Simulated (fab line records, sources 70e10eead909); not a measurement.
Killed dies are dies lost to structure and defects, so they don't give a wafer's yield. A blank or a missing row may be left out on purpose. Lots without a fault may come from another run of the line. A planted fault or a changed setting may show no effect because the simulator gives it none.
Which tool did it? | flow nand_harc | 12 lots, 36 wafers sampled, at 1 step of a route of 1159

WHAT THE GAUGES READ, wafer by wafer
NHARC_A_CONTACT_CD_MEAS_53.
lot  | measured     | on        | cd_nm (nm)
L074 | day 16 14:18 | cd_sem-01 | 190.2 190.0 189.8
L077 | day 16 20:58 | cd_sem-01 | 188.9 188.5 189.0
L079 | day 17 23:50 | cd_sem-03 | 189.1 189.6 189.6
L082 | day 18 12:34 | cd_sem-03 | 189.3 189.4 189.5
L081 | day 18 19:26 | cd_sem-03 | 189.4 189.9 188.4
L084 | day 19 08:43 | cd_sem-03 | 189.7 190.0 189.6
L087 | day 19 18:34 | cd_sem-03 | 189.3 188.8 189.4
L088 | day 20 01:08 | cd_sem-01 | 190.9 190.4 191.1
L093 | day 20 21:46 | cd_sem-02 | 190.4 190.4 190.6
L094 | day 21 16:04 | cd_sem-01 | 189.5 190.0 190.0
L095 | day 21 22:05 | cd_sem-03 | 189.4 189.4 189.9
L097 | day 22 08:07 | cd_sem-01 | 190.6 190.2 190.3

WHICH TOOL RAN EACH LOT (tool, then ch and the chambers of the sampled wafers, then the start)
The record holds no process step before these readings.

THE ANSWER, worked out from the rows above alone
Rule: what is usual is taken from the lots themselves. Put in order of their means at a reading, lots are off if they are a third of the lots or fewer, leave a main group of 4 or more, and stand apart from it by a gap of 3 or more times the standard deviation of the main group's means; of several such gaps the widest counts. A main group whose means are all the same, to the digits that the tables above print for the reading, isn't used. A lot without any number at a reading at which 4 lots or more have one is off too. The other lots that the step has rows for count as sound.
No lot is off at any reading shown: from this, nothing can be told.

WHAT THE SIMULATOR HAD PUT IN
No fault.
